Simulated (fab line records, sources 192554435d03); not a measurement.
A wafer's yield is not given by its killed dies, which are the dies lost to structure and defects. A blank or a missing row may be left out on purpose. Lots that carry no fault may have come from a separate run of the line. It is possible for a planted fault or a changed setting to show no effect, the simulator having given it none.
Lot-split experiment	flow n5_finfet	on a route of 1938 steps: 7 lots, 21 wafers read

== THE SPLIT ==
At N5_BEOL_M0_SAQP_EXPOSE_11 (exposes mask M0 CORE, target cd 42 nm), the setting dose_mj was moved away from the recipe's 55 on 10 of the 21 wafers read, by -6.3% to +2.8%. The other wafers ran this setting at the recipe's value.

== FROM THE SPLIT TO THE READING: what the file shows between them, 2 steps ==
- N5_BEOL_M0_SAQP_PEB_12: peb time 60 s
- N5_BEOL_M0_SAQP_DEVELOP_13: develop time 30 s

== THE READING ==
cd_nm (nm) at N5_BEOL_M0_SAQP_CD_MEAS_14, where the cd target is 42.5 nm. On this fab line, fault-free wafers typically give 42.5 nm with a standard deviation of 0.31 nm.

wafer	tool, chamber at the split	dose_mj as run	against the recipe	cd_nm, nm	against lot-mates on the recipe
L077.2	arfi_scanner-02, 0	55	recipe	42.4	-
L077.4	arfi_scanner-02, 0	52.76	-4.1%	44.1	+1.5
L077.6	arfi_scanner-02, 0	55	recipe	42.8	-
L074.3	arfi_scanner-01, 0	55	recipe	43.2	-
L074.4	arfi_scanner-01, 0	55	recipe	42.8	-
L074.6	arfi_scanner-01, 0	55	recipe	42.8	-
L079.4	arfi_scanner-02, 0	53.53	-2.7%	43.5	no lot-mate on the recipe
L079.5	arfi_scanner-02, 0	53.53	-2.7%	43.3	no lot-mate on the recipe
L079.6	arfi_scanner-02, 0	53.53	-2.7%	43.4	no lot-mate on the recipe
L082.1	arfi_scanner-01, 0	51.54	-6.3%	44.1	+2.3
L082.5	arfi_scanner-01, 0	51.54	-6.3%	44.3	+2.5
L082.6	arfi_scanner-01, 0	55	recipe	41.8	-
L085.3	arfi_scanner-03, 0	56.41	+2.6%	42.0	no lot-mate on the recipe
L085.4	arfi_scanner-03, 0	56.41	+2.6%	41.4	no lot-mate on the recipe
L085.6	arfi_scanner-03, 0	56.41	+2.6%	42.1	no lot-mate on the recipe
L087.4	arfi_scanner-03, 0	55	recipe	42.2	-
L087.5	arfi_scanner-03, 0	55	recipe	42.9	-
L087.6	arfi_scanner-03, 0	55	recipe	42.1	-
L092.1	arfi_scanner-03, 0	55	recipe	42.4	-
L092.4	arfi_scanner-03, 0	56.54	+2.8%	41.8	-0.6
L092.5	arfi_scanner-03, 0	55	recipe	42.4	-

THE FIT
A straight line over all 21 wafers: cd_nm changes by -0.286 nm for each +1% of dose_mj; r = -0.91; the points scatter about the line by 0.34 nm.
The same after taking each lot's own level away (the mean of its wafers on the recipe; 15 wafers): -0.36 nm for each +1%; r = -0.97; scatter 0.24 nm.
According to that fit, moving dose_mj by its largest amount changes the reading by 2.3 nm.
The span of the lots' own levels, 41.80 to 42.93 nm, comes to 3.7 times the standard deviation stated above.
Thus the slope moves with the lot-to-lot level: the two fits are different.
Check: +2.32 nm against its lot-mates is what the line predicts for one of the wafers moved furthest among these (-6.3%) when that wafer is left out of the fit. Against them it came out at +2.3 nm.

== THE FILE'S OWN FIT ==
cd_nm changes by -0.357 nm for each +1% of dose_mj, r = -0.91.
